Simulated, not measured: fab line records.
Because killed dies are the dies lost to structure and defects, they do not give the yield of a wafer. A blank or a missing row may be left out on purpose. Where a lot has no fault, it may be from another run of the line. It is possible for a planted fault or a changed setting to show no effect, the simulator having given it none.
fab line records + flow n5Finfet
record:
- lots: 4
- wafers: 12
- lastDay: 17
route steps=1938 shown BEOL_M0@743 BEOL_M1@751 BEOL_M4@1111
lots with no fault: from the same line, run without faults
startH: start of the lot's first displayed wafer, in hours after the record's first day + waitH: hours elapsed since this lot's preceding step + " unchanged from the row above + L1.1+2: several wafers, shown together as one row + - no value, or no start given + * or withheld: withheld + < > ~ a bound
route shown NAME@n: a module of which the file shows steps, and the number in the route of the first + usual: mean/standard deviation taken from wafers without a fault + same: alike in all rows + chamber/n: place in a boat + sites: the reading at each site + _std_site: the standard deviation of these + _edge_site: outer sites' mean less inner sites' + radiusMm: how far each site lies from the wafer's centre + mask NAME#n: copy n + behind: the tool/chamber that last shaped the wafer + hold: cause of the lot's hold/its duration in hours/its outcome + device: which transistor (n, p or np) failed to switch + end of line: at the end of the route, the tests of the same wafers + a step with no rows: only its recipe + killed: not the wafer's yield, but the dies lost to structure and defects at the first sort + map: shows each die of a wafer: x if killed, . if not, _ if none is there
set.NAME: the run value of the setting; set.NAME@STEP: its run value at that earlier step + model.NAME: the simulator's own value behind a step, which no gauge read
lots at some steps of the route; a table a step, a row a wafer
services: from which hour (startH, from the record's first day; less than 0 if before it) a tool's chamber was out of use, for how many hours, and why
== steps ==
step: N5_BEOL_M0_CMP_120
recipe:
- stopOn: SiOC
- tOverpolishS: 6.9
- downForcePsi: 1
- platenRpm: 50
- clearingPlatenDownForcePsi: 1.5
- clearingPlatenRpm: 50
- postCmpClean: cuAlkaline
- clearingPlatenPadVelocityMS: 0.99484
- padVelocityMS: 0.99484
step: N5_BEOL_M0_PRE_CLEAN_131
recipe:
- gas: NH3/H2
- timeS: 15
- tempC: *
- rfPowerW: 300
step: N5_BEOL_M0_CO_CAP_123
recipe:
- material: Co
- targetThkA: 20
- tempC: 200
- precursor: CCTBA/H2
- pressureTorr: 30
- timeS: 102.1
step: N5_BEOL_M0_PRE_CLEAN_124
recipe:
- gas: NH3
- timeS: 15
- tempC: withheld
- rfPowerW: 300
step: N5_BEOL_M0_DEP_125
recipe:
- material: SiCN
- targetThkA: 80
- tempC: withheld
- precursor: 3MS/NH3
- pressureTorr: 3
- rfW: 202
- timeS: 14
step: N5_BEOL_M1_ILD_DEP_00
recipe:
- material: SiOC
- targetThkA: 790
- tempC: 350
- precursor: DEMS/O2
- pressureTorr: 5
- rfW: 500
- timeS: 15.3
step: N5_BEOL_M1_PECVD_72
recipe:
- material: SiO2
- targetThkA: 160
- tempC: 400
- precursor: TEOS/O2
- pressureTorr: 5.5
- rfW: 450
- teosFlowSccm: 53.8
- gas: O2
- flowSccm: 3000
- timeS: 18
step: N5_BEOL_M1_HM_DEP_02
recipe:
- material: TiN
- targetThkA: 200
- tempC: 25
- chamberPressurePa: 0.49996
step: N5_BEOL_M1_COAT_61
recipe:
- resist: SOC
- tempC: 250
- timeS: 60
- spinRpm: 1500
- resistThkNm: 60
usual:
- spinSpeedRpm: 1499.9/1
| lot.wafer | tool          | chamber | startH | waitH | spinSpeedRpm | model.SOC_of_BEOL_M1_COAT_61.thkNm |
|-----------|---------------|---------|--------|-------|--------------|------------------------------------|
| L123.1    | lithoTrack-01 | 0       | 127.19 | 0.1   | 1498.0       | 59.8                               |
| L123.4    | "             | 0       | "      | "     | 1499.0       | 59.8                               |
| L123.6    | "             | 0       | "      | "     | 1498.5       | 59.6                               |
| L132.3    | lithoTrack-01 | 0       | 178.16 | 0.1   | 1613.8       | 58.2                               |
| L132.4    | "             | 0       | "      | "     | 1613.6       | 57.8                               |
| L132.5    | "             | 0       | "      | "     | 1613.3       | 58                                 |
| L136.1    | lithoTrack-01 | 0       | 202.79 | 0.1   | 1611.9       | 57.8                               |
| L136.2    | "             | 0       | "      | "     | 1613.2       | 57.8                               |
| L136.6    | "             | 0       | "      | "     | 1612.7       | 58                                 |
| L146.2    | lithoTrack-03 | 0       | 258.79 | 0.1   | 1499.5       | 60                                 |
| L146.3    | "             | 0       | "      | "     | 1499.8       | 60                                 |
| L146.5    | "             | 0       | "      | "     | 1500.0       | 60.2                               |
step: N5_BEOL_M1_COAT_62
recipe:
- resist: SiARC
- tempC: 220
- timeS: 60
- spinRpm: 1500
- resistThkNm: 12
step: N5_BEOL_M1_COAT_73
recipe:
- resist: underlayer
- tempC: 205
- timeS: 60
- spinRpm: 1500
- resistThkNm: 5
step: N5_BEOL_M1_COAT_05
recipe:
- resist: CAR-EUV
- spinRpm: 1500
- resistThkNm: 30
step: N5_BEOL_M1_EBR_07
recipe:
- solvent: PGMEA
- ebrWidthMm: 1.5
step: N5_BEOL_M1_SOFTBAKE_06
recipe:
- tempC: 110
- timeS: 60
- resist: CAR-EUV
step: N5_BEOL_M1_EXPOSE_08
recipe:
- maskId: M1
- na: 0.33
- sourceShape: dipole
- sigmaInner: 0.369
- sigmaOuter: 0.767
- polarization: unpolarized
- doseMj: 33
step: N5_BEOL_M1_PEB_09
recipe:
- pebTempC: 100
- pebTimeS: 60
- resist: CAR-EUV
step: N5_BEOL_M1_DEVELOP_10
recipe:
- developTimeS: 30
- developer: TMAH
- resist: CAR-EUV
- rinseLiquid: surfactantRinse
- dry: airSpin
- devTempC: 23
step: N5_BEOL_M1_DESCUM_16
recipe:
- chemistry: O2
- timeS: 7
- sourcePowerW: 50
- biasPowerW: 20
- pressureMtorr: 20
- rfFrequencyHz: 2.712e+07
- tempC: 40
- resist: CAR-EUV
- o2FlowSccm: 225
step: N5_BEOL_M1_ETCH_74
recipe:
- chemistry: N2/H2
- target: underlayer
- targetDepthA: 65
- maskMaterial: CAR-EUV
- timeS: 5.2
- ionEnergyEv: 200
- pressureMtorr: 30
- sourceW: 840
- biasW: 150
- n2FlowSccm: 200
- h2FlowSccm: 200
- ends: cleared
step: N5_BEOL_M1_ETCH_63
recipe:
- chemistry: CF4
- target: SiARC
- targetDepthA: 156
- maskMaterial: CAR-EUV
- timeS: 26
- ionEnergyEv: 80
- pressureMtorr: 40
- sourceW: 545
- biasW: 36
- Ar_flow_sccm: 100
- cf4FlowSccm: 100
- ends: cleared
step: N5_BEOL_M1_ETCH_64
recipe:
- chemistry: N2/H2
- target: SOC
- targetDepthA: 750
- overetchA: 150
- maskMaterial: SiARC
- tempC: 40
- timeS: 112.5
- ionEnergyEv: 200
- pressureMtorr: 30
- sourceW: 840
- biasW: 150
- n2FlowSccm: 200
- h2FlowSccm: 200
usual:
- drypumpMotorCurrentA: 5.8/0.43
- oesProductAu: 0.63/0.05
- rfVppV: 524.3/2.4
- showerheadPlenumPTorr: 2.55/0.085
- throttleValvePct: 17.79/0.2
| lot.wafer | tool       | chamber | startH | waitH | drypumpMotorCurrentA | oesProductAu | rfHoursCounterH | rfVppV | showerheadPlenumPTorr | throttleValvePct | model.etch.depthNm |
|-----------|------------|---------|--------|-------|----------------------|--------------|-----------------|--------|-----------------------|------------------|--------------------|
| L123.1    | rieDiel-05 | 3       | 127.84 | 0.0   | 6.2                  | 0.58         | 205             | 527.4  | 2.62                  | 17.87            | 59.71              |
| L123.4    | "          | 2       | "      | "     | 5.3                  | 0.64         | -               | 524.3  | 2.59                  | 18.04            | 59.8               |
| L123.6    | "          | 2       | "      | "     | 5.3                  | 0.63         | -               | 524.5  | 2.59                  | 18.04            | 59.58              |
| L132.3    | rieDiel-04 | 2       | 178.87 | 0.0   | 5.6                  | 0.71         | 12              | 527.7  | 2.70                  | 17.32            | 58.19              |
| L132.4    | "          | 2       | "      | "     | 5.6                  | 0.70         | -               | 528.3  | 2.70                  | 17.32            | 57.81              |
| L132.5    | "          | 1       | "      | "     | 5.9                  | 0.67         | -               | 528.6  | 2.69                  | 17.80            | 58.01              |
| L136.1    | rieDiel-01 | 2       | 203.25 | 0.0   | 5.2                  | 0.62         | 111             | 522.3  | 2.45                  | 17.86            | 57.79              |
| L136.2    | "          | 1       | "      | "     | 6.3                  | 0.65         | 68              | 521.2  | 2.48                  | 17.63            | 57.81              |
| L136.6    | "          | 1       | "      | "     | 6.3                  | 0.64         | -               | 523.0  | 2.48                  | 17.63            | 57.92              |
| L146.2    | rieDiel-05 | 3       | 259.58 | 0.0   | 6.3                  | 0.55         | 246             | 527.9  | 2.61                  | 17.94            | 60.03              |
| L146.3    | "          | 0       | "      | "     | 6.0                  | 0.71         | 33              | 525.4  | 2.60                  | 17.84            | 59.93              |
| L146.5    | "          | 3       | "      | "     | 6.2                  | 0.56         | -               | 525.8  | 2.61                  | 17.94            | 60.11              |
step: N5_BEOL_M1_STRIP_65
recipe:
- chemistry: N2/H2
- tempC: 40
- n2FlowSccm: 200
- h2FlowSccm: 200
- rfFrequencyHz: 6e+07
step: N5_BEOL_M1_STRIP_75
recipe:
- chemistry: N2/H2
- tempC: 40
- n2FlowSccm: 200
- h2FlowSccm: 200
- rfFrequencyHz: 6e+07
step: N5_BEOL_M1_STRIP_66
recipe:
- chemistry: CF4
- resist: SiARC
- powerW: 300
- biasPowerW: 75
- pressureMtorr: 50
- cf4FlowSccm: 150
- rfFrequencyHz: 6e+07
step: N5_BEOL_M1_HM_OPEN_17
recipe:
- chemistry: Cl2/BCl3
- targetDepthA: 200
- overetchA: 60
- target: TiN
- maskMaterial: SOC
- ionEnergyEv: 150
- pressureMtorr: 10
- icpW: 1000
- biasW: 126
- Cl2_flow_sccm: 53.25
- bcl3FlowSccm: 21.75
- Ar_flow_sccm: 25
usual:
- drypumpMotorCurrentA: 5.75/0.3
- mfcCl2Sccm: 53.21/0.18
- oesProductAu: 0.65/0.12
- throttleValvePct: 22.0/0.35
| lot.wafer | tool        | chamber | startH | waitH | drypumpMotorCurrentA | mfcCl2Sccm | oesProductAu | rfHoursCounterH | throttleValvePct | model.SOC_of_BEOL_M1_COAT_61.thkNm |
|-----------|-------------|---------|--------|-------|----------------------|------------|--------------|-----------------|------------------|------------------------------------|
| L123.1    | rieMetal-02 | 0       | 128.09 | 0.0   | 5.90                 | 53.10      | 0.80         | 4               | 21.5             | 52                                 |
| L123.4    | "           | 0       | "      | "     | 5.87                 | 53.10      | 0.81         | -               | 21.4             | 52                                 |
| L123.6    | "           | 0       | "      | "     | 5.86                 | 53.46      | 0.81         | -               | 21.4             | 51.8                               |
| L132.3    | rieMetal-02 | 1       | 179.07 | 0.1   | 5.52                 | 53.16      | 0.50         | -               | 22.4             | 50.4                               |
| L132.4    | "           | 0       | "      | "     | 5.89                 | 53.40      | 0.77         | -               | 21.4             | 50                                 |
| L132.5    | "           | 0       | "      | "     | 5.87                 | 53.35      | 0.77         | -               | 21.5             | 50.2                               |
| L136.1    | rieMetal-03 | 0       | 203.42 | 0.0   | 5.65                 | 52.95      | 0.56         | 103             | 22.1             | 49.8                               |
| L136.2    | "           | 1       | "      | "     | 5.57                 | 53.30      | 0.56         | 105             | 22.2             | 50                                 |
| L136.6    | "           | 0       | "      | "     | 5.68                 | 53.33      | 0.56         | -               | 22.1             | 50                                 |
| L146.2    | rieMetal-01 | 1       | 259.75 | 0.0   | 5.55                 | 53.27      | 0.75         | 12              | 22.5             | 51.8                               |
| L146.3    | "           | 1       | "      | "     | 5.56                 | 53.26      | 0.76         | -               | 22.5             | 51.8                               |
| L146.5    | "           | 1       | "      | "     | 5.55                 | 53.49      | 0.74         | -               | 22.4             | 52                                 |
step: N5_BEOL_M1_STRIP_19
recipe:
- chemistry: O2
- powerW: 400
- tempC: 40
- pressureMtorr: 30
- rfFrequencyHz: 6e+07
- biasPowerW: 0
- overashFraction: 0.2
- o2FlowSccm: 225
step: N5_BEOL_M4_RC_MEAS_101
usual:
- DIBL_N: 36.5/1.7
- DIBL_P: 36.3/2.1
- IOFF_N: 0.16/0.036
- IOFF_P: 0.21/0.037
- ION_N: 676/12
- ION_P: 462/7.6
- SS_N: 71.5/0.68
- SS_P: 73.3/0.63
- VT_N: 249/3.5
- VT_P: -250/3.5
| lot.wafer | tool      | chamber | startH | waitH | DIBL_N[mV/V] | DIBL_P[mV/V] | IOFF_N[nA/um] | IOFF_P[nA/um] | ION_N[uA/um] | ION_P[uA/um] | SS_N[mV/dec] | SS_P[mV/dec] | VT_N[mV] | VT_P[mV] |
|-----------|-----------|---------|--------|-------|--------------|--------------|---------------|---------------|--------------|--------------|--------------|--------------|----------|----------|
| L123.1    | prober-01 | 0       | 175.95 | 0.0   | 37.0         | 36.9         | 0.18          | 0.22          | 677          | 463          | 72.0         | 73.3         | 248      | -251     |
| L123.4    | "         | 0       | "      | "     | 34.0         | 33.7         | 0.13          | 0.18          | 669          | 462          | 71.3         | 73.2         | 251      | -251     |
| L123.6    | "         | 0       | "      | "     | 37.7         | 37.8         | 0.21          | 0.24          | 690          | 468          | 72.4         | 73.8         | 246      | -250     |
| L132.3    | prober-02 | 0       | 222.25 | 0.3   | 34.9         | 33.8         | 0.13          | 0.15          | 663          | 450          | 71.4         | 72.9         | 250      | -258     |
| L132.4    | "         | 0       | "      | "     | 33.9         | 32.3         | 0.11          | 0.13          | 671          | 449          | 71.1         | 72.4         | 254      | -258     |
| L132.5    | "         | 0       | "      | "     | 34.0         | 32.0         | 0.12          | 0.13          | 662          | 446          | 72.3         | 72.3         | 256      | -259     |
| L136.1    | prober-02 | 0       | 254.55 | 0.0   | 33.8         | 32.1         | 0.12          | 0.19          | 656          | 465          | 71.3         | 72.7         | 252      | -247     |
| L136.2    | "         | 0       | "      | "     | 36.8         | 35.5         | 0.16          | 0.24          | 676          | 466          | 71.8         | 73.0         | 248      | -247     |
| L136.6    | "         | 0       | "      | "     | 36.5         | 35.6         | 0.16          | 0.24          | 670          | 467          | 71.1         | 72.9         | 248      | -247     |
| L146.2    | prober-01 | 0       | 310.32 | 0.2   | 37.2         | 37.2         | 0.18          | 0.24          | 679          | 471          | 70.9         | 73.2         | 244      | -248     |
| L146.3    | "         | 0       | "      | "     | 36.5         | 35.3         | 0.14          | 0.20          | 668          | 464          | 71.7         | 72.6         | 249      | -250     |
| L146.5    | "         | 0       | "      | "     | 38.0         | 37.7         | 0.18          | 0.24          | 697          | 475          | 71.6         | 73.5         | 249      | -248     |
== services ==
| tool        | chamber | startH | hours | kind                         |
|-------------|---------|--------|-------|------------------------------|
| rieDiel-01  | 3       | 111.79 | 13.2  | repair                       |
| rieMetal-02 | 1       | 118.02 | 13.9  | repair                       |
| rieDiel-04  | 2       | 120.94 | -     | clean                        |
| rieDiel-04  | 2       | 120.94 | -     | consumableReplace:focusRing  |
| rieDiel-04  | 2       | 120.94 | -     | consumableReplace:showerhead |
| rieDiel-04  | 2       | 120.94 | 23.6  | scheduledDown                |
| rieDiel-05  | 0       | 123.19 | -     | clean                        |
| rieDiel-05  | 0       | 123.19 | -     | consumableReplace:focusRing  |
| rieDiel-05  | 0       | 123.19 | 28.3  | scheduledDown                |
| rieDiel-05  | 0       | 123.19 | 28.3  | ventCycle                    |
| rieDiel-01  | 0       | 123.46 | 131.8 | repair                       |
| rieDiel-05  | 1       | 126.84 | 5.4   | repair                       |
| rieDiel-01  | 3       | 154.67 | 14.1  | repair                       |
| rieMetal-03 | -       | 168.61 | 0.6   | repair                       |
| rieMetal-01 | -       | 179.17 | 2.1   | repair                       |
| rieMetal-02 | 1       | 196.55 | -     | clean                        |
| rieMetal-02 | 1       | 196.55 | 16.0  | scheduledDown                |
| rieMetal-02 | 1       | 196.55 | 16.0  | ventCycle                    |
| rieDiel-04  | 0       | 202.29 | 6.5   | repair                       |
| rieDiel-05  | 2       | 205.97 | 1.6   | repair                       |
| rieDiel-05  | -       | 216.89 | 0.8   | repair                       |
| rieDiel-04  | 2       | 233.69 | 4.1   | repair                       |
| rieMetal-02 | -       | 243.73 | 5.6   | repair                       |
| rieDiel-04  | 2       | 252.40 | 19.3  | repair                       |
== key ==
firstSign:
- step: N5_BEOL_M1_COAT_61
- reading: spinSpeedRpm
- direction: up
- sigmas: 99+
- usual: *
- struck: *
effect none on later readings
modelEffect:
- step: N5_BEOL_M1_COAT_61
- value: SOC_of_BEOL_M1_COAT_61.thkNm
- without: 60.1
- struck: 57.93
modelEffect:
- step: N5_BEOL_M1_ETCH_64
- value: etch.depthNm
- without: 60.08
- struck: 57.92
modelEffect:
- step: N5_BEOL_M1_HM_OPEN_17
- value: SOC_of_BEOL_M1_COAT_61.thkNm
- without: 52.23
- struck: 50.07
metAt N5_BEOL_M1_COAT_61
struckWafers L132.3,L132.4,L132.5,L136.1,L136.2,L136.6
onsetBetween 127.19 178.16
fault:
- kind: processParameterDrift
- tool: lithoTrack-01
- chamber: -
- onsetH: 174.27
- steps: N5_BEOL_M1_COAT_61
- channel: spinRpm
- offset: *
- shape: step
- endH: 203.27
- actsIn: *
- stated: *
